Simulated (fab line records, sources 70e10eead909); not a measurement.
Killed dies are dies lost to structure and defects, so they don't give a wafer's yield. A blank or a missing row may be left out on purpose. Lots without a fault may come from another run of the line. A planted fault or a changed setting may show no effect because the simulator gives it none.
fab line records | flow nand_harc
record lots=5 wafers=15 last_day=32
route steps=1302 shown A_CONTACT@989
lots that met no fault: from a run of the same line without faults
start_h: hours from the record's first day to the start of the lot's first wafer shown | wait_h: hours since the lot's step before | " the same as in the row above | L1.1+2: a row that stands for several wafers | - no value, or no start given | * or withheld: withheld | < > ~ a bound
route shown NAME@n: a module of which the file shows steps, and the number in the route of the first | usual: mean/standard deviation of fault-free wafers | same: alike in all rows | chamber/n: place in a boat | sites: the reading at each site | _std_site: their standard deviation | _edge_site: outer sites' mean less inner sites' | radius_mm: how far each site lies from the wafer's centre | mask NAME#n: copy n | behind: the tool/chamber that last shaped the wafer | hold: why the lot was held/for how many hours/how that ended | device: the transistor (n, p or np) that didn't switch | end of line: the same wafers' tests at the end of the route | a step without rows: its recipe alone | killed: dies lost to structure and defects at the first sort, not the wafer's yield | map: a wafer's dies, x killed, . not, _ none there
set.NAME: the setting as run; set.NAME@STEP: as run at that earlier step | model.NAME: the simulator's own value behind a step, which no gauge read
lots at some steps of the route; a table a step, a row a wafer
services: from which hour (start_h, from the record's first day; less than 0 if before it) a tool's chamber was out of use, for how many hours, and why
## steps
# step NHARC_A_CONTACT_COAT_34
# recipe temp_c=260 time_s=75
# usual plate_temp_C=260.02/0.19
# columns lot.wafer tool chamber start_h wait_h plate_temp_C
L074.1 litho_track-06 0 - - 260.54
L074.4 " 0 " " 260.23
L074.5 " 0 " " 260.31
L078.3 litho_track-04 0 - - 259.76
L078.5 " 0 " " 260.16
L078.6 " 0 " " 260.11
L081.2 litho_track-06 0 - - 259.77
L081.4 " 0 " " 259.91
L081.6 " 0 " " 259.83
L092.3 litho_track-01 0 - - 260.03
L092.4 " 0 " " 259.98
L092.6 " 0 " " 260.11
L090.4 litho_track-01 0 - - 259.84
L090.5 " 0 " " 260.22
L090.6 " 0 " " 260.12
# step NHARC_A_CONTACT_COAT_35
# recipe temp_c=225 time_s=65
# usual plate_temp_C=225.03/0.15
# columns lot.wafer tool chamber start_h wait_h plate_temp_C
L074.1 litho_track-06 0 - - 225.26
L074.4 " 0 " " 225.26
L074.5 " 0 " " 225.36
L078.3 litho_track-04 0 - - 225.19
L078.5 " 0 " " 225.30
L078.6 " 0 " " 225.16
L081.2 litho_track-06 0 - - 225.08
L081.4 " 0 " " 224.86
L081.6 " 0 " " 224.81
L092.3 litho_track-01 0 - - 224.98
L092.4 " 0 " " 225.15
L092.6 " 0 " " 224.86
L090.4 litho_track-01 0 - - 225.14
L090.5 " 0 " " 225.12
L090.6 " 0 " " 224.98
# step NHARC_A_CONTACT_COAT_36
# recipe spin_rpm=1500 resist_thk_nm=90
# columns lot.wafer tool chamber start_h wait_h
L074.1+4+5 litho_track-06 0 - -
L078.3+5+6 litho_track-04 0 - -
L081.2+4+6 litho_track-06 0 - -
L092.3+4+6 litho_track-01 0 - -
L090.4+5+6 litho_track-01 0 - -
# step NHARC_A_CONTACT_SOFTBAKE_37
# recipe temp_c=105 time_s=55
# usual plate_temp_C=105.01/0.12
# columns lot.wafer tool chamber start_h wait_h plate_temp_C
L074.1 litho_track-06 0 - - 105.19
L074.4 " 0 " " 105.01
L074.5 " 0 " " 105.05
L078.3 litho_track-04 0 - - 104.94
L078.5 " 0 " " 105.20
L078.6 " 0 " " 104.94
L081.2 litho_track-06 0 - - 105.08
L081.4 " 0 " " 104.98
L081.6 " 0 " " 105.19
L092.3 litho_track-01 0 - - 104.94
L092.4 " 0 " " 104.94
L092.6 " 0 " " 104.93
L090.4 litho_track-01 0 - - 105.25
L090.5 " 0 " " 105.04
L090.6 " 0 " " 105.14
# step NHARC_A_CONTACT_EBR_38
# columns lot.wafer tool chamber start_h wait_h
L074.1+4+5 litho_track-06 0 - -
L078.3+5+6 litho_track-04 0 - -
L081.2+4+6 litho_track-06 0 - -
L092.3+4+6 litho_track-01 0 - -
L090.4+5+6 litho_track-01 0 - -
# step NHARC_A_CONTACT_EXPOSE_39
# recipe na=1.35 sigma_outer=0.8 dose_mj=58.79 mask_id=A_CC_3
# usual stage_vel_mm_s=500.05/0.26
# columns lot.wafer tool chamber start_h wait_h mask stage_vel_mm_s
L074.1 arfi_scanner-01 0 496.53 - A_CC_3#0 500.15
L074.4 " 0 " " A_CC_3#0 499.98
L074.5 " 0 " " A_CC_3#0 499.95
L078.3 arfi_scanner-02 0 519.13 - A_CC_3#0 500.11
L078.5 " 0 " " A_CC_3#0 500.28
L078.6 " 0 " " A_CC_3#0 500.25
L081.2 arfi_scanner-01 0 557.44 - A_CC_3#0 499.72
L081.4 " 0 " " A_CC_3#0 500.04
L081.6 " 0 " " A_CC_3#0 500.10
L092.3 arfi_scanner-01 0 663.52 - A_CC_3#0 499.70
L092.4 " 0 " " A_CC_3#0 500.17
L092.6 " 0 " " A_CC_3#0 499.82
L090.4 arfi_scanner-03 0 667.27 - A_CC_3#0 499.72
L090.5 " 0 " " A_CC_3#0 499.36
L090.6 " 0 " " A_CC_3#0 499.73
# step NHARC_A_CONTACT_PEB_40
# recipe peb_temp_c=100 peb_time_s=65
# usual plate_temp_C=99.98/0.15
# columns lot.wafer tool chamber start_h wait_h plate_temp_C
L074.1 litho_track-04 0 496.59 0.1 99.83
L074.4 " 0 " " 99.96
L074.5 " 0 " " 100.03
L078.3 litho_track-06 0 519.19 0.0 99.93
L078.5 " 0 " " 99.85
L078.6 " 0 " " 99.88
L081.2 litho_track-06 0 557.50 0.1 99.78
L081.4 " 0 " " 99.92
L081.6 " 0 " " 100.10
L092.3 litho_track-06 0 663.57 0.0 99.95
L092.4 " 0 " " 100.08
L092.6 " 0 " " 99.89
L090.4 litho_track-04 0 667.32 0.0 99.94
L090.5 " 0 " " 99.90
L090.6 " 0 " " 100.03
# step NHARC_A_CONTACT_DEVELOP_41
# recipe develop_time_s=35 dev_temp_c=23
# columns lot.wafer tool chamber start_h wait_h
L074.1+4+5 litho_track-04 0 - -
L078.3+5+6 litho_track-06 0 - -
L081.2+4+6 litho_track-06 0 - -
L092.3+4+6 litho_track-06 0 - -
L090.4+5+6 litho_track-04 0 - -
# step NHARC_A_CONTACT_CD_MEAS_42
# recipe target_cd_nm=300 landing_energy_ev=500
# usual cd_nm=299.9/0.47
# columns lot.wafer tool chamber start_h wait_h cd_nm
L074.1 cd_sem-01 0 496.66 - 300.4
L074.4 " 0 " " 299.8
L074.5 " 0 " " 300.0
L078.3 cd_sem-03 0 519.27 - 299.7
L078.5 " 0 " " 299.3
L078.6 " 0 " " 299.3
L081.2 cd_sem-03 0 557.58 - 300.6
L081.4 " 0 " " 300.2
L081.6 " 0 " " 299.8
L092.3 cd_sem-01 0 663.65 - 299.9
L092.4 " 0 " " 299.6
L092.6 " 0 " " 299.5
L090.4 cd_sem-03 0 667.41 - 300.4
L090.5 " 0 " " 299.5
L090.6 " 0 " " 300.0
# step NHARC_A_CONTACT_OVL_MEAS_43
# usual overlay_x_nm=0.0/0.94 overlay_y_nm=-0.2/0.98
# columns lot.wafer tool chamber start_h wait_h overlay_x_nm overlay_y_nm
L074.1 overlay-02 - 496.75 - -0.2 -0.9
L074.4 " - " " -0.9 -0.5
L074.5 " - " " -0.4 -0.7
L078.3 overlay-02 - 519.35 - -1.6 -0.3
L078.5 " - " " -0.9 -0.2
L078.6 " - " " -1.7 -0.1
L081.2 overlay-02 - 557.66 - 0.3 -1.2
L081.4 " - " " 0.3 -0.8
L081.6 " - " " 0.2 -1.3
L092.3 overlay-01 - 663.74 - -1.0 0.4
L092.4 " - " " -0.2 0.6
L092.6 " - " " -0.3 0.3
L090.4 overlay-01 - 667.49 - -0.6 -0.7
L090.5 " - " " -0.7 -0.3
L090.6 " - " " -0.7 0.5
# step NHARC_A_CONTACT_INSPECT_44
# usual raw_defect_count=80/31
# columns lot.wafer tool chamber start_h wait_h raw_defect_count
L074.1 defect_inspect-02 - 496.79 0.0 60
L074.4 " - " " 63
L074.5 " - " " 66
L078.3 defect_inspect-02 - 519.39 0.0 59
L078.5 " - " " 72
L078.6 " - " " 67
L081.2 defect_inspect-01 - 557.70 0.0 123
L081.4 " - " " 129
L081.6 " - " " 104
L092.3 defect_inspect-01 - 663.78 0.0 53
L092.4 " - " " 71
L092.6 " - " " 61
L090.4 defect_inspect-01 - 667.53 0.0 56
L090.5 " - " " 62
L090.6 " - " " 62
# step NHARC_A_CONTACT_DESCUM_47
# recipe time_s=3 o2_flow_sccm=200 ar_flow_sccm=0 bias_power_w=0 chemistry=O2
# usual drypump_motor_current_A=5.7/0.49 mfc_ar_sccm=0.010/0.011 oes_product_au=1.001/0.0076 rf_vpp_V=57.7/0.86 showerhead_plenum_p_Torr=1.88/0.036 throttle_valve_pct=11.313/0.0082
# columns lot.wafer tool chamber start_h wait_h drypump_motor_current_A mfc_ar_sccm oes_product_au rf_hours_counter_h rf_vpp_V showerhead_plenum_p_Torr throttle_valve_pct
L074.1 rie_diel-12 2 496.85 0.1 5.1 0.002 0.987 6 57.8 1.86 11.318
L074.4 " 1 " " 5.8 0.001 0.998 7 56.7 1.91 11.318
L074.5 " 2 " " 5.1 0.002 0.992 - 56.9 1.86 11.311
L078.3 rie_diel-12 3 519.47 0.1 6.5 0.024 0.995 12 57.4 1.87 11.310
L078.6 " 1 " " 5.8 0.001 0.999 - 60.3 1.91 11.312
L078.5 " 2 " " 5.1 0.002 1.007 - 58.2 1.86 11.311
L081.2 rie_diel-09 3 557.77 0.1 5.8 0.024 0.985 20 58.0 1.94 11.312
L081.4 " 1 " " 6.2 0 1.005 23 58.0 1.81 11.313
L081.6 " 3 " " 5.8 0.024 0.991 - 58.3 1.94 11.312
L092.3 rie_diel-12 2 663.85 0.1 5.1 0.002 1.004 4 57.1 1.85 11.314
L092.4 " 3 " " 6.5 0.024 1.002 5 56.1 1.86 11.318
L092.6 " 0 " " 5.5 0.006 1.013 - 56.7 1.89 11.299
L090.4 rie_diel-12 1 667.61 0.1 5.8 0.001 1.002 5 57.7 1.90 11.325
L090.5 " 2 " " 5.1 0.002 1.003 - 57.8 1.85 11.300
L090.6 " 3 " " 6.5 0.024 0.990 - 57.6 1.86 11.310
# step NHARC_A_CONTACT_ETCH_48
# recipe target_depth_a=390 over_etch_frac=0.3 time_s=65 ion_energy_ev=80 cf4_flow_sccm=150 ar_flow_sccm=0 rf_w=300 bias_w=100 chemistry=CF4
# usual bias_w=100.0/0.31 drypump_motor_current_A=5.7/0.5 mfc_ar_sccm=0.010/0.011 oes_product_au=1.000/0.0063 rf_vpp_V=150.9/0.92 showerhead_plenum_p_Torr=1.74/0.031 throttle_valve_pct=13.283/0.009
# same over_etch_frac=0.3
# columns lot.wafer tool chamber start_h wait_h bias_w drypump_motor_current_A mfc_ar_sccm oes_product_au rf_hours_counter_h rf_vpp_V showerhead_plenum_p_Torr throttle_valve_pct
L074.4 rie_diel-12 3 496.94 0.1 100.4 6.5 0.024 0.994 7 150.2 1.73 13.283
L074.1 " 1 " " 99.9 5.8 0.001 0.994 7 150.2 1.77 13.284
L074.5 " 3 " " 100.0 6.5 0.024 0.986 - 151.9 1.73 13.285
L078.3 rie_diel-12 1 519.54 0.1 99.8 5.8 0.001 1.005 14 150.8 1.77 13.278
L078.5 " 0 " " 100.8 5.5 0.006 1.008 - 150.8 1.76 13.285
L078.6 " 1 " " 99.7 5.8 0.001 1.010 - 151.2 1.77 13.299
L081.4 rie_diel-09 3 557.84 0.1 99.8 5.8 0.024 1.008 20 151.7 1.79 13.288
L081.2 " 2 " " 100.1 5.8 0.032 0.994 20 150.4 1.76 13.273
L081.6 " 3 " " 99.8 5.8 0.024 1.001 - 151.3 1.79 13.291
L092.4 rie_diel-12 0 664.10 0.2 100.1 5.5 0.006 0.999 5 150.7 1.75 13.275
L092.3 " 2 " " 99.5 5.1 0.002 0.994 4 150.7 1.71 13.299
L092.6 " 3 " " 99.9 6.5 0.024 0.995 - 149.8 1.72 13.291
L090.4 rie_diel-12 2 667.71 0.1 99.3 5.1 0.002 0.998 6 149.9 1.71 13.275
L090.5 " 3 " " 100.2 6.5 0.024 1.001 - 151.1 1.72 13.298
L090.6 " 0 " " 100.3 5.5 0.006 1.012 - 149.2 1.75 13.276
# step NHARC_A_CONTACT_ETCH_49
# recipe target_depth_a=2600 over_etch_frac=0.3 time_s=475.3 ion_energy_ev=200 n2_flow_sccm=150 h2_flow_sccm=150 ar_flow_sccm=0 rf_w=400 bias_w=150 chemistry=N2/H2
# usual bias_w=150.1/0.49 drypump_motor_current_A=5.7/0.48 mfc_ar_sccm=0.010/0.011 oes_product_au=1.001/0.0069 rf_vpp_V=429.5/1.3 showerhead_plenum_p_Torr=2.00/0.04 throttle_valve_pct=14.171/0.0093
# same over_etch_frac=0.3
# columns lot.wafer tool chamber start_h wait_h bias_w drypump_motor_current_A mfc_ar_sccm oes_product_au rf_hours_counter_h rf_vpp_V showerhead_plenum_p_Torr throttle_valve_pct
L074.4 rie_diel-12 1 - - 149.8 5.8 0.001 1.004 7 430.7 2.04 14.187
L074.1 " 3 " " 149.4 6.5 0.024 1.001 7 430.3 1.99 14.171
L074.5 " 1 " " 150.4 5.9 0.001 1.001 - 429.5 2.04 14.156
L078.3 rie_diel-12 1 - - 150.2 5.8 0.001 0.991 14 431.3 2.04 14.157
L078.6 " 0 " " 150.6 5.5 0.006 1.002 - 431.0 2.03 14.177
L078.5 " 1 " " 150.3 5.8 0.001 0.994 - 429.8 2.04 14.177
L081.2 rie_diel-09 0 - - 149.4 5.7 0 0.998 23 428.7 1.92 14.170
L081.4 " 1 " " 150.0 6.2 0 1.016 23 428.9 1.93 14.181
L081.6 " 3 " " 149.8 5.8 0.024 1.002 - 430.9 2.07 14.178
L092.4 rie_diel-12 2 - - 149.4 5.1 0.002 0.999 4 429.6 1.97 14.187
L092.3 " 3 " " 150.0 6.5 0.024 1.011 5 429.4 1.98 14.178
L092.6 " 1 " " 150.1 5.8 0.001 1.001 - 430.8 2.03 14.187
L090.4 rie_diel-12 2 - - 150.8 5.1 0.002 0.999 6 427.3 1.97 14.171
L090.6 " 1 " " 149.3 5.8 0.001 1.003 - 428.8 2.03 14.193
L090.5 " 2 " " 150.8 5.1 0.002 1.003 - 428.4 1.97 14.166
# step NHARC_A_CONTACT_ETCH_50
# recipe target_depth_a=1210 time_s=60.5 cf4_flow_sccm=100 chf3_flow_sccm=30 ar_flow_sccm=0 rf_w=500 bias_w=200 chemistry=CF4/CHF3
# usual bias_w=200.0/0.63 drypump_motor_current_A=5.7/0.47 mfc_ar_sccm=0.010/0.011 oes_product_au=0.957/0.02 rf_vpp_V=369.6/1.2 showerhead_plenum_p_Torr=1.545/0.028 throttle_valve_pct=16.804/0.0089
# columns lot.wafer tool chamber start_h wait_h bias_w drypump_motor_current_A mfc_ar_sccm oes_product_au rf_hours_counter_h rf_vpp_V showerhead_plenum_p_Torr throttle_valve_pct
L074.4 rie_diel-12 1 - - 199.8 5.8 0.001 0.978 8 370.3 1.572 16.806
L074.1 " 0 " " 199.5 5.5 0.006 0.981 9 368.6 1.565 16.802
L074.5 " 1 " " 200.1 5.8 0.001 0.965 - 369.2 1.572 16.816
L078.3 rie_diel-12 3 - - 200.4 6.6 0.024 0.977 12 369.0 1.537 16.804
L078.6 " 0 " " 200.1 5.5 0.006 0.975 - 368.2 1.564 16.807
L078.5 " 1 " " 199.4 5.8 0.001 0.955 - 371.8 1.571 16.812
L081.4 rie_diel-09 3 - - 201.1 5.7 0.024 0.924 20 369.6 1.595 16.799
L081.2 " 1 " " 199.8 6.2 0 0.931 23 368.1 1.493 16.795
L081.6 " 3 " " 200.7 5.8 0.024 0.922 - 371.8 1.595 16.799
L092.4 rie_diel-12 3 - - 200.2 6.5 0.024 0.957 6 369.7 1.531 16.790
L092.3 " 2 " " 199.5 5.1 0.002 0.943 6 369.8 1.524 16.808
L092.6 " 0 " " 200.7 5.5 0.006 0.954 - 369.0 1.559 16.817
L090.4 rie_diel-12 0 - - 199.8 5.4 0.006 0.961 7 370.0 1.558 16.795
L090.6 " 2 " " 199.3 5.1 0.002 0.957 - 368.7 1.523 16.814
L090.5 " 3 " " 199.9 6.5 0.024 0.952 - 370.3 1.530 16.813
# step NHARC_A_CONTACT_ETCH_51
# recipe target_depth_a=70000 over_etch_frac=0.3 time_s=1820 ion_energy_ev=150 o2_flow_sccm=400 cos_flow_sccm=20 ar_flow_sccm=0 rf_w=500 bias_w=300 chemistry=O2/COS
# usual bias_w=300.0/0.89 drypump_motor_current_A=5.7/0.49 mfc_ar_sccm=0.010/0.011 oes_product_au=1.003/0.0067 rf_vpp_V=313.2/1.1 showerhead_plenum_p_Torr=3.06/0.057 throttle_valve_pct=28.330/0.0092
# same over_etch_frac=0.3
# columns lot.wafer tool chamber start_h wait_h bias_w drypump_motor_current_A mfc_ar_sccm oes_product_au rf_hours_counter_h rf_vpp_V showerhead_plenum_p_Torr throttle_valve_pct
L074.1 rie_diel-12 1 - - 300.1 5.8 0.001 1.000 8 314.6 3.12 28.316
L074.4 " 2 " " 298.9 5.1 0.002 1.004 6 311.8 3.04 28.336
L074.5 " 2 " " 301.2 5.1 0.002 0.999 - 313.0 3.04 28.317
L078.3 rie_diel-12 1 - - 299.8 5.8 0.001 0.997 15 314.0 3.12 28.317
L078.5 " 1 " " 299.9 5.8 0.001 1.011 - 313.7 3.12 28.325
L078.6 " 2 " " 301.0 5.1 0.002 1.006 - 312.7 3.03 28.339
L081.4 rie_diel-09 3 - - 300.8 5.8 0.024 0.996 21 314.4 3.16 28.325
L081.2 " 0 " " 300.1 5.7 0 1.007 24 311.2 2.95 28.321
L081.6 " 3 " " 301.9 5.8 0.024 0.989 - 314.7 3.16 28.326
L092.3 rie_diel-12 3 - - 300.0 6.5 0.024 1.002 6 313.5 3.04 28.324
L092.4 " 0 " " 299.9 5.5 0.006 1.004 6 313.4 3.09 28.340
L092.6 " 0 " " 299.5 5.5 0.006 0.998 - 313.3 3.09 28.318
L090.4 rie_diel-12 3 - - 301.0 6.5 0.024 1.005 8 312.7 3.04 28.321
L090.5 " 1 " " 299.0 5.8 0.001 0.990 - 313.0 3.10 28.311
L090.6 " 2 " " 301.0 5.1 0.002 0.991 - 312.5 3.02 28.328
# step NHARC_A_CONTACT_ETCH_111
# recipe source_w=withheld pressure_mtorr=20 bias_v=withheld time_s=140 target_depth_a=7000 ar_flow_sccm=withheld c4f8_flow_sccm=withheld o2_flow_sccm=withheld chemistry=C4F8/O2/Ar
# columns lot.wafer tool chamber start_h wait_h rf_hours_counter_h
L074.1 har_cap_etch-02 1 498.70 - 83
L074.4 " 0 " " -
L074.5 " 0 " " -
L078.3 har_cap_etch-03 0 521.34 - -
L078.5 " 0 " " -
L078.6 " 1 " " -
L081.2 har_cap_etch-02 1 559.61 - 100
L081.4 " 0 " " -
L081.6 " 1 " " -
L092.3 har_cap_etch-03 1 666.63 - -
L092.4 " 0 " " -
L092.6 " 1 " " -
L090.4 har_cap_etch-01 0 669.65 - -
L090.6 " 1 " " -
L090.5 " 0 " " -
# step NHARC_A_CONTACT_ETCH_112
# recipe source_w=withheld pressure_mtorr=20 bias_v=3000 time_s=190 target_depth_a=18500 ar_flow_sccm=withheld c4f8_flow_sccm=withheld o2_flow_sccm=withheld chemistry=C4F8/O2/Ar
# columns lot.wafer tool chamber start_h wait_h rf_hours_counter_h
L074.1 har_cap_etch-02 1 498.89 0.2 83
L074.4 " 0 " " -
L074.5 " 0 " " -
L078.3 har_cap_etch-03 0 521.54 0.2 -
L078.5 " 0 " " -
L078.6 " 1 " " -
L081.2 har_cap_etch-02 1 559.80 0.2 100
L081.4 " 0 " " -
L081.6 " 1 " " -
L092.3 har_cap_etch-03 1 666.83 0.2 -
L092.4 " 0 " " -
L092.6 " 1 " " -
L090.4 har_cap_etch-01 0 669.83 0.2 -
L090.6 " 1 " " -
L090.5 " 0 " " -
# step NHARC_A_CONTACT_ETCH_113
# recipe source_w=withheld pressure_mtorr=20 bias_v=3000 time_s=190 target_depth_a=18500 ar_flow_sccm=withheld c4f8_flow_sccm=withheld o2_flow_sccm=withheld chemistry=C4F8/O2/Ar
# columns lot.wafer tool chamber start_h wait_h rf_hours_counter_h
L074.1 har_cap_etch-02 1 499.06 0.1 83
L074.4 " 0 " " -
L074.5 " 0 " " -
L078.3 har_cap_etch-03 0 521.71 0.1 -
L078.5 " 0 " " -
L078.6 " 1 " " -
L081.2 har_cap_etch-02 1 559.97 0.1 100
L081.4 " 0 " " -
L081.6 " 1 " " -
L092.3 har_cap_etch-03 1 667.00 0.1 -
L092.4 " 0 " " -
L092.6 " 1 " " -
L090.4 har_cap_etch-01 0 670.00 0.1 -
L090.6 " 1 " " -
L090.5 " 0 " " -
# step NHARC_A_CONTACT_ETCH_114
# recipe source_w=withheld pressure_mtorr=20 bias_v=3000 time_s=190 target_depth_a=18500 ar_flow_sccm=withheld c4f8_flow_sccm=withheld o2_flow_sccm=withheld chemistry=C4F8/O2/Ar
# columns lot.wafer tool chamber start_h wait_h rf_hours_counter_h
L074.1 har_cap_etch-02 1 499.23 0.1 83
L074.4 " 0 " " -
L074.5 " 0 " " -
L078.3 har_cap_etch-03 0 521.88 0.1 -
L078.5 " 0 " " -
L078.6 " 1 " " -
L081.2 har_cap_etch-02 1 560.14 0.1 100
L081.4 " 0 " " -
L081.6 " 1 " " -
L092.3 har_cap_etch-03 1 667.17 0.1 -
L092.4 " 0 " " -
L092.6 " 1 " " -
L090.4 har_cap_etch-01 0 670.17 0.1 -
L090.6 " 1 " " -
L090.5 " 0 " " -
# step NHARC_A_CONTACT_ETCH_115
# recipe source_w=withheld pressure_mtorr=20 bias_v=3000 time_s=190 target_depth_a=18500 ar_flow_sccm=withheld c4f8_flow_sccm=withheld o2_flow_sccm=withheld chemistry=C4F8/O2/Ar
# columns lot.wafer tool chamber start_h wait_h rf_hours_counter_h
L074.1 har_cap_etch-02 1 499.40 0.1 84
L074.4 " 0 " " -
L074.5 " 0 " " -
L078.3 har_cap_etch-03 0 522.05 0.1 -
L078.5 " 0 " " -
L078.6 " 1 " " -
L081.2 har_cap_etch-02 1 560.31 0.1 100
L081.4 " 0 " " -
L081.6 " 1 " " -
L092.3 har_cap_etch-03 1 667.34 0.1 -
L092.4 " 0 " " -
L092.6 " 1 " " -
L090.4 har_cap_etch-01 0 670.35 0.1 -
L090.6 " 1 " " -
L090.5 " 0 " " -
# step NHARC_A_CONTACT_ETCH_116
# recipe source_w=withheld pressure_mtorr=20 bias_v=3000 time_s=190 target_depth_a=18500 ar_flow_sccm=withheld c4f8_flow_sccm=withheld o2_flow_sccm=withheld chemistry=C4F8/O2/Ar
# columns lot.wafer tool chamber start_h wait_h rf_hours_counter_h
L074.1 har_cap_etch-02 1 499.58 0.1 84
L074.4 " 0 " " -
L074.5 " 0 " " -
L078.3 har_cap_etch-03 0 522.22 0.1 -
L078.5 " 0 " " -
L078.6 " 1 " " -
L081.2 har_cap_etch-02 1 560.48 0.1 100
L081.4 " 0 " " -
L081.6 " 1 " " -
L092.3 har_cap_etch-03 1 667.51 0.1 -
L092.4 " 0 " " -
L092.6 " 1 " " -
L090.4 har_cap_etch-01 0 670.51 0.1 -
L090.6 " 1 " " -
L090.5 " 0 " " -
# step NHARC_A_CONTACT_ETCH_117
# recipe source_w=withheld pressure_mtorr=20 bias_v=3000 time_s=190 target_depth_a=18500 ar_flow_sccm=withheld c4f8_flow_sccm=withheld o2_flow_sccm=withheld chemistry=C4F8/O2/Ar
# columns lot.wafer tool chamber start_h wait_h rf_hours_counter_h
L074.1 har_cap_etch-02 1 499.75 0.1 84
L074.4 " 0 " " -
L074.5 " 0 " " -
L078.3 har_cap_etch-03 0 522.39 0.1 -
L078.5 " 0 " " -
L078.6 " 1 " " -
L081.2 har_cap_etch-02 1 560.65 0.1 101
L081.4 " 0 " " -
L081.6 " 1 " " -
L092.3 har_cap_etch-03 1 667.68 0.1 -
L092.4 " 0 " " -
L092.6 " 1 " " -
L090.4 har_cap_etch-01 0 670.68 0.1 -
L090.6 " 1 " " -
L090.5 " 0 " " -
# step NHARC_A_CONTACT_ETCH_118
# recipe source_w=withheld pressure_mtorr=20 bias_v=3000 time_s=190 target_depth_a=18500 ar_flow_sccm=withheld c4f8_flow_sccm=withheld o2_flow_sccm=withheld chemistry=C4F8/O2/Ar
# columns lot.wafer tool chamber start_h wait_h rf_hours_counter_h
L074.1 har_cap_etch-02 1 499.91 0.1 84
L074.4 " 0 " " -
L074.5 " 0 " " -
L078.3 har_cap_etch-03 0 522.56 0.1 -
L078.5 " 0 " " -
L078.6 " 1 " " -
L081.2 har_cap_etch-02 1 560.82 0.1 101
L081.4 " 0 " " -
L081.6 " 1 " " -
L092.3 har_cap_etch-03 1 667.85 0.1 -
L092.4 " 0 " " -
L092.6 " 1 " " -
L090.4 har_cap_etch-01 0 670.85 0.1 -
L090.6 " 1 " " -
L090.5 " 0 " " -
# step NHARC_A_CONTACT_ETCH_119
# recipe source_w=withheld pressure_mtorr=20 bias_v=3000 time_s=190 target_depth_a=18500 ar_flow_sccm=withheld c4f8_flow_sccm=withheld o2_flow_sccm=withheld chemistry=C4F8/O2/Ar
# columns lot.wafer tool chamber start_h wait_h rf_hours_counter_h
L074.1 har_cap_etch-02 1 500.08 0.1 84
L074.4 " 0 " " -
L074.5 " 0 " " -
L078.3 har_cap_etch-03 0 522.73 0.1 -
L078.5 " 0 " " -
L078.6 " 1 " " -
L081.2 har_cap_etch-02 1 560.99 0.1 101
L081.4 " 0 " " -
L081.6 " 1 " " -
L092.3 har_cap_etch-03 1 668.02 0.1 -
L092.4 " 0 " " -
L092.6 " 1 " " -
L090.4 har_cap_etch-01 0 671.03 0.1 -
L090.6 " 1 " " -
L090.5 " 0 " " -
# step NHARC_A_CONTACT_ETCH_120
# recipe source_w=withheld pressure_mtorr=20 bias_v=3000 time_s=190 target_depth_a=18500 ar_flow_sccm=withheld c4f8_flow_sccm=withheld o2_flow_sccm=withheld chemistry=C4F8/O2/Ar
# columns lot.wafer tool chamber start_h wait_h rf_hours_counter_h
L074.1 har_cap_etch-02 1 500.26 0.1 84
L074.4 " 0 " " -
L074.5 " 0 " " -
L078.3 har_cap_etch-03 0 522.90 0.1 -
L078.5 " 0 " " -
L078.6 " 1 " " -
L081.2 har_cap_etch-02 1 561.17 0.1 101
L081.4 " 0 " " -
L081.6 " 1 " " -
L092.3 har_cap_etch-03 1 668.19 0.1 -
L092.4 " 0 " " -
L092.6 " 1 " " -
L090.4 har_cap_etch-01 0 671.20 0.1 -
L090.6 " 1 " " -
L090.5 " 0 " " -
# step NHARC_A_CONTACT_ETCH_121
# recipe source_w=withheld pressure_mtorr=20 bias_v=3000 time_s=190 target_depth_a=18500 ar_flow_sccm=withheld c4f8_flow_sccm=withheld o2_flow_sccm=withheld chemistry=C4F8/O2/Ar
# columns lot.wafer tool chamber start_h wait_h rf_hours_counter_h
L074.1 har_cap_etch-02 1 500.43 0.1 85
L074.4 " 0 " " -
L074.5 " 0 " " -
L078.3 har_cap_etch-03 0 523.08 0.1 -
L078.5 " 0 " " -
L078.6 " 1 " " -
L081.2 har_cap_etch-02 1 561.34 0.1 101
L081.4 " 0 " " -
L081.6 " 1 " " -
L092.3 har_cap_etch-03 1 668.36 0.1 -
L092.4 " 0 " " -
L092.6 " 1 " " -
L090.4 har_cap_etch-01 0 671.37 0.1 -
L090.6 " 1 " " -
L090.5 " 0 " " -
# step NHARC_A_CONTACT_ETCH_122
# recipe source_w=withheld pressure_mtorr=20 bias_v=3000 time_s=190 target_depth_a=18500 ar_flow_sccm=withheld c4f8_flow_sccm=withheld o2_flow_sccm=withheld chemistry=C4F8/O2/Ar
# columns lot.wafer tool chamber start_h wait_h rf_hours_counter_h
L074.1 har_cap_etch-02 1 500.60 0.1 85
L074.4 " 0 " " -
L074.5 " 0 " " -
L078.3 har_cap_etch-03 0 523.25 0.1 -
L078.5 " 0 " " -
L078.6 " 1 " " -
L081.2 har_cap_etch-02 1 561.51 0.1 101
L081.4 " 0 " " -
L081.6 " 1 " " -
L092.3 har_cap_etch-03 1 668.53 0.1 -
L092.4 " 0 " " -
L092.6 " 1 " " -
L090.4 har_cap_etch-01 0 671.54 0.1 -
L090.6 " 1 " " -
L090.5 " 0 " " -
# step NHARC_A_CONTACT_ETCH_123
# recipe source_w=withheld pressure_mtorr=20 bias_v=400 time_s=490 target_depth_a=21100 ar_flow_sccm=withheld c4f8_flow_sccm=11.5 o2_flow_sccm=7.2 chemistry=C4F8/O2/Ar
# columns lot.wafer tool chamber start_h wait_h rf_hours_counter_h
L074.1 har_cap_etch-02 1 500.83 0.2 85
L074.4 " 0 " " -
L074.5 " 0 " " -
L078.3 har_cap_etch-03 0 523.53 0.3 -
L078.5 " 0 " " -
L078.6 " 1 " " -
L081.2 har_cap_etch-02 1 561.74 0.2 102
L081.4 " 0 " " -
L081.6 " 1 " " -
L092.3 har_cap_etch-03 1 668.82 0.3 -
L092.4 " 0 " " -
L092.6 " 1 " " -
L090.4 har_cap_etch-01 0 671.89 0.3 -
L090.6 " 1 " " -
L090.5 " 0 " " -
## services
# columns tool chamber start_h hours kind
rie_diel-12 0 478.90 - clean
rie_diel-12 1 478.90 - clean
rie_diel-12 2 478.90 - clean
rie_diel-12 3 478.90 - clean
arfi_scanner-03 - 479.99 1.9 repair
arfi_scanner-02 - 484.38 4.0 pm
rie_diel-09 0 485.52 4.6 repair
har_cap_etch-01 - 497.00 17.0 pm
rie_diel-09 - 499.32 9.0 pm
rie_diel-12 0 503.50 - clean
rie_diel-12 1 503.50 - clean
rie_diel-12 2 503.50 - clean
rie_diel-12 3 503.50 - clean
litho_track-01 - 505.00 7.0 pm
arfi_scanner-01 - 511.05 0.5 repair
litho_track-06 - 529.00 7.0 pm
arfi_scanner-03 - 540.00 4.0 pm
litho_track-04 - 553.00 7.0 pm
rie_diel-09 1 567.42 1.8 repair
arfi_scanner-01 - 596.00 4.0 pm
rie_diel-09 0 604.31 6.5 repair
rie_diel-12 - 622.40 9.0 pm
arfi_scanner-02 - 656.38 4.0 pm
rie_diel-09 - 670.75 0.1 repair
## key
fault none
